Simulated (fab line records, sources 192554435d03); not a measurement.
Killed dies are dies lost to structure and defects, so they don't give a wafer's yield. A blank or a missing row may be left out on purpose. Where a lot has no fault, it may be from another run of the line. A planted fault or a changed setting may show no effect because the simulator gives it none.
Chamber matching | flow n5 finfet | 4 sister chambers for N5_GATE_CUT_CMP_23 on cmp-03
The step polishes, stops on SiO2, t overpolish 23.4 s, target thk 16 nm. 18 wafers are shown with their chamber, then 9 later ones without.

## WAFERS, EACH WITH ITS CHAMBER
wafer  | chamber | motor current A (A) | time to endpoint s (s) | overpolish run s (s)
L076.3 | 3       | 10.4                | 18.0                   | 23.406
L076.4 | 0       | 7.9                 | 22.2                   | 23.386
L076.6 | 0       | 7.9                 | 20.5                   | 23.395
L082.1 | 1       | 10.2                | 19.4                   | 23.410
L082.4 | 0       | 8.0                 | 21.6                   | 23.402
L082.5 | 1       | 10.3                | 19.3                   | 23.389
L085.2 | 1       | 10.3                | 18.1                   | 23.390
L085.4 | 2       | 11.4                | 24.8                   | 23.397
L085.6 | 0       | 8.0                 | 21.6                   | 23.398
L089.3 | 0       | 8.1                 | 20.9                   | 23.399
L089.4 | 3       | 10.1                | 18.7                   | 23.386
L089.5 | 1       | 10.3                | 16.1                   | 23.382
L090.2 | 2       | 10.6                | 24.6                   | 23.405
L090.3 | 3       | 10.3                | 18.5                   | 23.371
L090.4 | 0       | 8.3                 | 20.8                   | 23.377
L092.2 | 1       | 10.5                | 16.9                   | 23.414
L092.5 | 2       | 10.7                | 19.5                   | 23.400
L092.6 | 3       | 10.2                | 18.4                   | 23.409

SIGNATURES, as means of the wafers listed above
reading            | chamber 0 | chamber 1 | chamber 2 | chamber 3 | scatter within a chamber
motor current A    | 8.033     | 10.320    | 10.900    | 10.250    | 0.206
time to endpoint s | 21.267    | 17.960    | 22.967    | 18.400    | 1.43
overpolish run s   | 23.39283  | 23.39700  | 23.40067  | 23.39300  | 0.0126
Rule: a wafer's distance from a chamber is the root of the sum, over the readings, of the square of ((its reading less the chamber's mean) divided by the reading's scatter). The wafer belongs to the nearest chamber; if the next one is less than 2 further off, it can't be placed. The scatter: the root of (the sum of the squares of (reading less its chamber's mean) over the shown wafers, divided by (wafers less chambers)).

## WAFERS WHOSE CHAMBER IS MISSING
wafer  | motor current A (A) | time to endpoint s (s) | overpolish run s (s)
L095.2 | 9.9                 | 16.5                   | 23.399
L095.4 | 10.7                | 15.9                   | 23.392
L095.5 | 9.8                 | 18.8                   | 23.396
L096.1 | 10.9                | 22.4                   | 23.402
L096.2 | 7.8                 | 19.3                   | 23.402
L096.4 | 9.5                 | 16.1                   | 23.398
L097.4 | 10.6                | 17.2                   | 23.401
L097.5 | 10.3                | 16.5                   | 23.400
L097.6 | 8.0                 | 21.5                   | 23.403

## WHICH CHAMBER EACH WENT THROUGH
wafer  | from the rows above     | in truth
L095.2 | can't be placed: 3 or 1 | 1
L095.4 | can't be placed: 1 or 3 | 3
L095.5 | can't be placed: 3 or 1 | 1
L096.1 | 2                       | 2
L096.2 | 0                       | 0
L096.4 | can't be placed: 3 or 1 | 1
L097.4 | can't be placed: 1 or 3 | 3
L097.5 | can't be placed: 1 or 3 | 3
L097.6 | 0                       | 0
3 of 9 placed correctly. Can't be placed from these rows: 6 (the true chamber is among the candidates in 6). Wrongly placed: 0.
